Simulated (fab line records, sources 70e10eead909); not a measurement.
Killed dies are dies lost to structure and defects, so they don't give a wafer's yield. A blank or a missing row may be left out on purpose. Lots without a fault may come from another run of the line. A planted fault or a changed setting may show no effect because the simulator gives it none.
A struck lot beside a sound one | flow nand_harc | 14 steps out of a route of 1302
Sound: wafers L291.2, L291.4, L291.5. Struck: wafer L299.2. (L299.1, L299.4 of the same lot were not struck and are left out.) The cause comes at the end.
At each step with rows: each side's tool, then ch and its chambers, then its first start. Under that, the readings that differ: sound wafers | struck wafers | difference of the means | sigmas: that difference in standard deviations of wafers without a fault.
alike: readings whose means differ by less than 2 such deviations, and words and numbers that are the same on both sides. not compared: withheld readings, readings that some wafer has no value for, bounds like >300 that may hide the same value, and numbers for which the record gives no deviation and whose values overlap.
The two part at a step that has a row with sigmas, a row that says differs or no value, or rows on one side only. Numbers that don't overlap but have no deviation are shown without sigmas and don't part them. A reading that every wafer of one side lacks parts them only if that side has two wafers or more.

first, 2 steps without rows for these wafers: NHARC_A_STAIRCASE_ETCH_15 (etches the open film in C4F8/O2, target depth 100 nm, time 40.5 s); NHARC_A_STAIRCASE_TRIM_16 (chemistry O2, time 211.2 s).
NHARC_A_STAIRCASE_ETCH_17: etches the open film in C4F8/O2, target depth 100 nm, time 40.5 s.
  sound on rie_diel-08 ch 2,3; struck on rie_diel-07 ch 2
  reading      | sound             | struck | difference | sigmas
  rf_vpp_V (V) | 894.4 893.1 893.9 | 903.2  | +9.4       | +3
  alike: oes_product_au
  not compared: rf_hours_counter_h
then, 5 steps without rows for these wafers: NHARC_A_STAIRCASE_TRIM_18 (chemistry O2, time 211.2 s); NHARC_A_STAIRCASE_ETCH_19 (etches the open film in C4F8/O2, target depth 100 nm, time 40.5 s); NHARC_A_STAIRCASE_TRIM_20 (chemistry O2, time 211.2 s); NHARC_A_STAIRCASE_ETCH_21 (etches the open film in C4F8/O2, target depth 100 nm, time 40.5 s); NHARC_A_STAIRCASE_TRIM_22 (chemistry O2, time 211.2 s).
NHARC_A_STAIRCASE_ETCH_23: etches the open film in C4F8/O2, target depth 100 nm, time 40.5 s.
  sound on rie_diel-07 ch 0,2,3; struck on rie_diel-07 ch 0
  reading               | sound             | struck | difference | sigmas
  oes_product_au (a.u.) | 0.989 0.945 0.965 | 0.926  | -0.040     | -3
  alike: rf_vpp_V
  not compared: rf_hours_counter_h
NHARC_A_STAIRCASE_TRIM_24: chemistry O2, time 211.2 s.
  sound on rie_diel-07 ch 1,3; struck on rie_diel-07 ch 2
  reading                         | sound                | struck | difference | sigmas
  showerhead_plenum_p_Torr (Torr) | 3.46 3.48 3.48       | 3.71   | +0.24      | +3
  throttle_valve_pct (%)          | 17.030 17.024 17.051 | 17.009 | -0.026     | -3
  alike: drypump_motor_current_A, oes_product_au, rf_vpp_V
  not compared: rf_hours_counter_h
NHARC_A_STAIRCASE_ETCH_25: etches the open film in C4F8/O2, target depth 100 nm, time 40.5 s.
  sound on rie_diel-07 ch 1,2; struck on rie_diel-07 ch 0
  reading               | sound             | struck | difference | sigmas
  oes_product_au (a.u.) | 0.964 0.936 0.989 | 0.927  | -0.036     | -3
  rf_vpp_V (V)          | 903 893 903       | 893    | -7         | -2
  not compared: rf_hours_counter_h
NHARC_A_STAIRCASE_TRIM_26: chemistry O2, time 211.2 s.
  sound on rie_diel-07 ch 0,1,2, day 19 19:31; struck on rie_diel-07 ch 0, day 22 21:23
  reading               | sound             | struck | difference | sigmas
  oes_product_au (a.u.) | 0.995 0.992 1.011 | 0.894  | -0.105     | -9
  alike: drypump_motor_current_A, rf_vpp_V, showerhead_plenum_p_Torr, throttle_valve_pct
  not compared: rf_hours_counter_h
NHARC_A_STAIRCASE_ETCH_27: etches the open film in C4F8/O2, target depth 100 nm, time 40.5 s.
  sound on rie_diel-07 ch 1,2,3; struck on rie_diel-07 ch 3
  alike: oes_product_au, rf_vpp_V
  not compared: rf_hours_counter_h
-- the record jumps here: 9 days lie between the struck wafers' starts before and after (it left off in module A_STAIRCASE and takes up again in module END, whose first step shown is number 1302 of the route) --
NHARC_END_SORT_01:
  the record has rows for the struck wafers here (prober-01 ch 0, day 32 02:15) and none for the sound ones

WHERE THEY PART
First at NHARC_A_STAIRCASE_ETCH_17; last, within this record, at NHARC_END_SORT_01.

WHY: what the simulator had put in
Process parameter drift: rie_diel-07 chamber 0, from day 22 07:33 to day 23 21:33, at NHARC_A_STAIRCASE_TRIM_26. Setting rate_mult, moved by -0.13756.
